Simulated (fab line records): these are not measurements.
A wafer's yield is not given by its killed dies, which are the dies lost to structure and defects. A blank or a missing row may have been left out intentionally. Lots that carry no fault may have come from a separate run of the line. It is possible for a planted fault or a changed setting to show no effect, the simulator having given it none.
The tool behind it: which one?	flow n5Finfet	24 lots, 72 wafers sampled, at 6 steps of a route of 1938

== WHAT THE GAUGES SHOWED, per wafer ==
Not one reading of a measure or inspect step in the record can be checked against a usual standard deviation.

== EACH LOT AND THE TOOL THAT RAN IT (in order: tool; ch and the chambers of the sampled wafers; start) ==
lot	N5_BEOL_M15_ETCH_57	N5_BEOL_M15_STRIP_37	N5_BEOL_M15_DEGAS_41	N5_BEOL_M15_SPUTTER_44	N5_PASSIVATION_PECVD_00	N5_PASSIVATION_PECVD_35
L074	rieDiel-02 ch 0,3, day 11 06:27	rieDiel-02 ch 1,3, day 11 11:16 or earlier	pvdSputter-01, day 11 11:16	pvdSputter-01, day 11 11:26	pecvd-02 ch 0,1,2, day 11 13:38	pecvd-03 ch 0,2, day 11 22:50
L075	rieDiel-02 ch 0,3, day 12 05:45	rieDiel-02 ch 0,1,3, day 12 11:20 or earlier	pvdSputter-01, day 12 11:20	pvdSputter-01, day 12 11:30	pecvd-03 ch 1,2, day 12 13:50	pecvd-03 ch 0,2, day 13 00:46
L076	rieDiel-04 ch 0,2,3, day 12 15:41	rieDiel-03 ch 0,1,3, day 12 19:06 or earlier	pvdSputter-03, day 12 19:06	pvdSputter-03, day 12 19:16	pecvd-03 ch 0,1, day 12 21:37	pecvd-04 ch 0,1, day 13 06:33
L077	rieDiel-04 ch 0,1,3, day 12 19:23	rieDiel-03 ch 1,2,3, day 12 23:08 or earlier	pvdSputter-02, day 12 23:08	pvdSputter-02, day 12 23:18	pecvd-02 ch 1,2, day 13 01:28	pecvd-04 ch 0,1,2, day 13 11:42
L078	rieDiel-02 ch 0,2,3, day 13 01:34	rieDiel-02 ch 0,2,3, day 13 04:25 or earlier	pvdSputter-02, day 13 04:25	pvdSputter-02, day 13 04:35	pecvd-03 ch 0,1,2, day 13 06:47	pecvd-03 ch 1,2, day 13 15:01
L080	rieDiel-02 ch 1,2,3, day 13 17:43	rieDiel-02 ch 1,2, day 13 20:49 or earlier	pvdSputter-03, day 13 20:49	pvdSputter-03, day 13 20:59	pecvd-02 ch 0,2, day 13 23:38	pecvd-01 ch 0,2, day 14 09:51
L079	rieDiel-04 ch 0,2,3, day 13 18:47	rieDiel-03 ch 0,2,3, day 13 21:19 or earlier	pvdSputter-01, day 13 21:19	pvdSputter-01, day 13 21:29	pecvd-01 ch 1,2, day 14 00:19	pecvd-03 ch 0,2, day 14 10:03
L082	rieDiel-03 ch 0,1,2, day 14 00:36	rieDiel-03 ch 1,2, day 14 04:17 or earlier	pvdSputter-02, day 14 04:17	pvdSputter-02, day 14 04:27	pecvd-03 ch 0,1,2, day 14 06:38	pecvd-01 ch 0,1,2, day 14 14:22
L085	rieDiel-04 ch 1,2,3, day 14 00:59	rieDiel-02 ch 0,1,3, day 14 08:12 or earlier	pvdSputter-01, day 14 08:12	pvdSputter-01, day 14 08:22	pecvd-03 ch 0,1,2, day 14 10:42	pecvd-04 ch 0,1,2, day 14 19:29
L081	rieDiel-04 ch 1,2, day 14 04:40	rieDiel-02 ch 1,2, day 14 07:26 or earlier	pvdSputter-01, day 14 07:26	pvdSputter-01, day 14 07:36	pecvd-03 ch 0,1,2, day 14 09:46	pecvd-04 ch 0,1,2, day 14 19:07
L083	rieDiel-02 ch 2,3, day 14 11:44	rieDiel-04 ch 0,1, day 14 17:02 or earlier	pvdSputter-02, day 14 17:02	pvdSputter-02, day 14 17:11	pecvd-02 ch 0,1,2, day 14 19:26	pecvd-01 ch 0,1,2, day 15 07:30
L084	rieDiel-02 ch 1,2,3, day 14 12:34	rieDiel-03 ch 1,2, day 14 17:23 or earlier	pvdSputter-02, day 14 17:23	pvdSputter-02, day 14 17:33	pecvd-03 ch 0,1,2, day 14 19:44	pecvd-03 ch 0,1,2, day 15 13:03
L087	rieDiel-03 ch 1,3, day 14 14:22	rieDiel-04 ch 0,1,2, day 14 17:52 or earlier	pvdSputter-02, day 14 17:52	pvdSputter-02, day 14 18:02	pecvd-03 ch 0,2, day 14 20:25	pecvd-03 ch 0,1,2, day 15 13:26
L088	rieDiel-04 ch 1,2,3, day 14 19:32	rieDiel-03 ch 1,2,3, day 15 05:10 or earlier	pvdSputter-03, day 15 05:10	pvdSputter-03, day 15 05:19	pecvd-01 ch 0,1, day 15 07:46	pecvd-01 ch 0,1, day 15 18:46
L086	rieDiel-04 ch 1,2, day 14 20:26	rieDiel-02 ch 0,2,3, day 15 05:10 or earlier	pvdSputter-02, day 15 05:10	pvdSputter-02, day 15 05:19	pecvd-03 ch 0,2, day 15 07:31	pecvd-04 ch 1,2, day 15 17:28
L089	rieDiel-04 ch 0,2,3, day 15 21:01	rieDiel-04 ch 0,3, day 15 22:30 or earlier	pvdSputter-02, day 15 22:30	pvdSputter-02, day 15 22:40	pecvd-03 ch 0,1,2, day 16 00:56	pecvd-01 ch 0,1,2, day 16 11:07
L090	rieDiel-02 ch 0,2, day 16 07:02	rieDiel-02 ch 0,1, day 16 13:59 or earlier	pvdSputter-03, day 16 13:59	pvdSputter-03, day 16 14:08	pecvd-02 ch 0,1,2, day 16 16:20	pecvd-04 ch 0,2, day 17 03:24
L091	rieDiel-03 ch 1,2,3, day 16 10:29	rieDiel-04 ch 0,1,2, day 16 14:02 or earlier	pvdSputter-02, day 16 14:02	pvdSputter-02, day 16 14:11	pecvd-01 ch 1,2, day 16 17:12	pecvd-03 ch 0,2, day 17 06:45
L093	rieDiel-03 ch 0,1,3, day 16 16:59	rieDiel-03 ch 0,2,3, day 16 19:51 or earlier	pvdSputter-02, day 16 19:51	pvdSputter-02, day 16 20:01	pecvd-01 ch 0,2, day 16 22:13	pecvd-01 ch 0,1, day 17 08:10
L094	rieDiel-04 ch 1,2, day 16 17:16	rieDiel-04 ch 1,2,3, day 16 22:49 or earlier	pvdSputter-03, day 16 22:49	pvdSputter-03, day 16 22:58	pecvd-01 ch 0,1,2, day 17 01:11	pecvd-01 ch 1,2, day 17 08:59
L092	rieDiel-04 ch 2,3, day 16 18:06	rieDiel-02 ch 1,2,3, day 17 02:21 or earlier	pvdSputter-03, day 17 02:21	pvdSputter-03, day 17 02:31	pecvd-01 ch 1,2, day 17 04:41	pecvd-04 ch 0,1, day 17 13:50
L095	rieDiel-02 ch 0,2, day 17 19:01	rieDiel-03 ch 0,1, day 17 22:32 or earlier	pvdSputter-01, day 17 22:32	pvdSputter-01, day 17 22:42	pecvd-02 ch 0,1, day 18 00:55	pecvd-03 ch 0,1,2, day 18 13:37
L096	rieDiel-04 ch 0,2, day 18 09:53	rieDiel-03 ch 0,1, day 18 12:08 or earlier	pvdSputter-02, day 18 12:08	pvdSputter-02, day 18 12:18	pecvd-03 ch 0,1, day 18 14:44	pecvd-04 ch 0,1, day 19 02:43
L097	rieDiel-02 ch 0,2,3, day 18 10:12	rieDiel-03 ch 0,1,2, day 18 12:26 or earlier	pvdSputter-03, day 18 12:26	pvdSputter-03, day 18 12:35	pecvd-01 ch 0,1, day 18 15:14	pecvd-04 ch 1,2, day 19 01:40
- N5_BEOL_M15_ETCH_57: etches SOC in N2/H2, time 750 s.
- N5_BEOL_M15_STRIP_37: strips in O2.
- N5_BEOL_M15_DEGAS_41: time 60 s.
- N5_BEOL_M15_SPUTTER_44: material Ta, target thk 15 nm, time 24.19 s.
- N5_PASSIVATION_PECVD_00: deposits SiO2 from SiH4/N2O, target thk 200 nm, time 11.2 s.
- N5_PASSIVATION_PECVD_35: deposits SiNx from SiH4/NH3/N2, target thk 700 nm, time 151.3 s.

== AS READ BY THE TOOLS THEMSELVES (means over the sampled wafers that have a number; for cases with no such wafer, the mark the record gives instead) ==
N5_BEOL_M15_ETCH_57.
lot	tool	drypumpMotorCurrentA (A)	oesProductAu (a.u.)	rfVppV (V)	showerheadPlenumPTorr (Torr)	throttleValvePct (%)
L074	rieDiel-02	5.4	0.85	523.7	2.55	17.82
L075	rieDiel-02	5.2	0.77	521.7	2.47	17.97
L076	rieDiel-04	5.9	0.74	523.5	2.53	17.91
L077	rieDiel-04	5.7	0.82	524.4	2.56	17.87
L078	rieDiel-02	5.5	0.79	523.0	2.52	17.98
L080	rieDiel-02	5.7	0.79	521.9	2.47	17.89
L079	rieDiel-04	5.9	0.73	523.4	2.53	17.92
L082	rieDiel-03	5.9	0.77	522.7	2.47	17.73
L085	rieDiel-04	5.8	0.81	526.8	2.60	17.75
L081	rieDiel-04	5.4	0.85	524.4	2.58	17.66
L083	rieDiel-02	5.2	0.71	521.3	2.44	18.14
L084	rieDiel-02	5.7	0.77	521.8	2.47	17.89
L087	rieDiel-03	5.6	0.70	524.8	2.59	17.77
L088	rieDiel-04	5.8	0.81	524.7	2.60	17.76
L086	rieDiel-04	5.6	0.77	524.5	2.54	17.70
L089	rieDiel-04	5.9	0.82	525.8	2.63	17.79
L090	rieDiel-02	5.7	0.81	523.9	2.57	17.88
L091	rieDiel-03	5.7	0.71	523.4	2.52	17.85
L093	rieDiel-03	5.7	0.73	522.3	2.53	17.72
L094	rieDiel-04	5.4	0.83	524.0	2.57	17.68
L092	rieDiel-04	6.0	0.73	524.3	2.56	17.82
L095	rieDiel-02	5.8	0.80	524.2	2.57	17.90
L096	rieDiel-04	5.6	0.85	527.0	2.64	17.73
L097	rieDiel-02	5.5	0.81	525.6	2.60	17.88

N5_BEOL_M15_STRIP_37.
lot	tool	drypumpMotorCurrentA (A)	oesProductAu (a.u.)	rfVppV (V)	showerheadPlenumPTorr (Torr)	throttleValvePct (%)
L074	rieDiel-02	5.8	0.88	3.5	2.02	16.51
L075	rieDiel-02	5.6	0.85	4.4	2.06	16.60
L076	rieDiel-03	5.7	0.75	3.2	2.09	16.56
L077	rieDiel-03	5.7	0.72	4.8	2.08	16.69
L078	rieDiel-02	5.5	0.77	3.8	2.08	16.86
L080	rieDiel-02	6.2	0.85	3.3	2.05	16.47
L079	rieDiel-03	5.8	0.74	3.8	2.05	16.66
L082	rieDiel-03	5.8	0.74	4.1	2.05	16.60
L085	rieDiel-02	5.7	0.83	4.0	2.05	16.62
L081	rieDiel-02	6.2	0.84	3.7	2.05	16.48
L083	rieDiel-04	5.3	0.94	3.9	2.17	16.44
L084	rieDiel-03	5.9	0.73	3.9	2.02	16.69
L087	rieDiel-04	5.5	0.87	3.2	2.14	16.51
L088	rieDiel-03	5.7	0.72	3.9	2.07	16.69
L086	rieDiel-02	5.5	0.86	4.0	2.16	16.71
L089	rieDiel-04	6.0	0.85	3.3	2.22	16.70
L090	rieDiel-02	5.9	0.87	3.4	2.09	16.39
L091	rieDiel-04	5.5	0.85	3.2	2.14	16.53
L093	rieDiel-03	5.8	0.73	3.1	2.05	16.70
L094	rieDiel-04	5.8	0.79	3.2	2.14	16.67
L092	rieDiel-02	5.7	0.84	4.4	2.12	16.68
L095	rieDiel-03	5.8	0.75	3.9	2.05	16.52
L096	rieDiel-03	5.8	0.74	4.3	2.05	16.54
L097	rieDiel-03	5.9	0.73	3.1	2.02	16.62

N5_BEOL_M15_DEGAS_41.
lot	tool	heaterPowerW (W)
L074	pvdSputter-01	455
L075	pvdSputter-01	459
L076	pvdSputter-03	468
L077	pvdSputter-02	468
L078	pvdSputter-02	482
L080	pvdSputter-03	481
L079	pvdSputter-01	473
L082	pvdSputter-02	494
L085	pvdSputter-01	456
L081	pvdSputter-01	436
L083	pvdSputter-02	533
L084	pvdSputter-02	503
L087	pvdSputter-02	443
L088	pvdSputter-03	509
L086	pvdSputter-02	439
L089	pvdSputter-02	521
L090	pvdSputter-03	464
L091	pvdSputter-02	445
L093	pvdSputter-02	492
L094	pvdSputter-03	486
L092	pvdSputter-03	499
L095	pvdSputter-01	452
L096	pvdSputter-02	489
L097	pvdSputter-03	478

N5_BEOL_M15_SPUTTER_44.
lot	tool	throttleValvePct (%)
L074	pvdSputter-01	30.8
L075	pvdSputter-01	30.1
L076	pvdSputter-03	30.1
L077	pvdSputter-02	30.1
L078	pvdSputter-02	29.3
L080	pvdSputter-03	30.5
L079	pvdSputter-01	30.5
L082	pvdSputter-02	29.8
L085	pvdSputter-01	30.2
L081	pvdSputter-01	31.1
L083	pvdSputter-02	28.2
L084	pvdSputter-02	30.0
L087	pvdSputter-02	30.2
L088	pvdSputter-03	30.5
L086	pvdSputter-02	30.1
L089	pvdSputter-02	29.2
L090	pvdSputter-03	29.9
L091	pvdSputter-02	30.9
L093	pvdSputter-02	29.9
L094	pvdSputter-03	30.3
L092	pvdSputter-03	30.5
L095	pvdSputter-01	30.1
L096	pvdSputter-02	29.4
L097	pvdSputter-03	30.1

N5_PASSIVATION_PECVD_00.
lot	tool	heaterPowerOuterW (W)	heaterPowerW (W)	showerheadPlenumPTorr (Torr)	throttleValvePct (%)
L074	pecvd-02	355	602	8.17	50.9
L075	pecvd-03	378	659	8.13	52.9
L076	pecvd-03	385	657	8.15	54.4
L077	pecvd-02	390	660	8.26	51.4
L078	pecvd-03	383	665	8.14	53.7
L080	pecvd-02	371	612	8.09	50.5
L079	pecvd-01	460	795	8.09	47.7
L082	pecvd-03	377	658	8.15	53.6
L085	pecvd-03	369	649	8.13	53.8
L081	pecvd-03	383	664	8.16	53.8
L083	pecvd-02	370	633	8.18	50.8
L084	pecvd-03	412	711	8.15	53.7
L087	pecvd-03	401	674	8.13	51.9
L088	pecvd-01	415	735	8.14	49.6
L086	pecvd-03	381	631	8.11	51.9
L089	pecvd-03	412	704	8.14	53.8
L090	pecvd-02	408	678	8.16	51.1
L091	pecvd-01	393	694	8.05	48.7
L093	pecvd-01	366	640	8.04	51.3
L094	pecvd-01	408	726	8.07	50.7
L092	pecvd-01	473	810	8.09	47.9
L095	pecvd-02	416	688	8.23	51.1
L096	pecvd-03	396	670	8.15	50.8
L097	pecvd-01	454	793	8.12	49.8

N5_PASSIVATION_PECVD_35.
lot	tool	heaterPowerOuterW (W)	heaterPowerW (W)	showerheadPlenumPTorr (Torr)	throttleValvePct (%)
L074	pecvd-03	182	363	8.65	29.1
L075	pecvd-03	158	326	8.64	29.7
L076	pecvd-04	233	519	8.73	31.7
L077	pecvd-04	264	536	8.69	30.2
L078	pecvd-03	198	462	8.68	31.0
L080	pecvd-01	134	338	8.59	28.9
L079	pecvd-03	178	370	8.65	29.5
L082	pecvd-01	136	351	8.62	28.7
L085	pecvd-04	275	556	8.68	30.3
L081	pecvd-04	240	513	8.70	30.3
L083	pecvd-01	208	460	8.62	28.5
L084	pecvd-03	158	367	8.68	30.2
L087	pecvd-03	165	370	8.66	30.4
L088	pecvd-01	236	500	8.65	28.1
L086	pecvd-04	220	513	8.68	30.9
L089	pecvd-01	201	444	8.62	28.6
L090	pecvd-04	265	505	8.66	29.0
L091	pecvd-03	168	353	8.65	29.7
L093	pecvd-01	175	425	8.65	29.8
L094	pecvd-01	220	474	8.62	27.1
L092	pecvd-04	272	535	8.71	31.3
L095	pecvd-03	189	408	8.66	28.4
L096	pecvd-04	256	557	8.73	32.1
L097	pecvd-04	244	551	8.69	31.0

== THE ANSWER, worked out from the rows above alone ==
Rule: usual is defined by the lots themselves. Put in order of their means at a reading, lots are off if they are a third of the lots or fewer, leave a main group of 4 or more, and stand apart from it by a gap of 3 or more times the standard deviation of the main group's means; of several such gaps the widest counts. Not used: any main group whose means are identical at the precision the tables above print for the reading. A lot without any number at a reading at which 4 lots or more have one is off too. All remaining lots with rows at the step are treated as sound. Order of review: gauges by route order, followed by the tools' own readings, for which a lot's mean as printed above is used. The first step at which some lot is off is used, and at that step the reading that is off furthest; a lot without a number counts as furthest.
No lot is off on any of the readings shown, so nothing can be concluded from this.

== WHAT THE SIMULATOR HAD INSERTED ==
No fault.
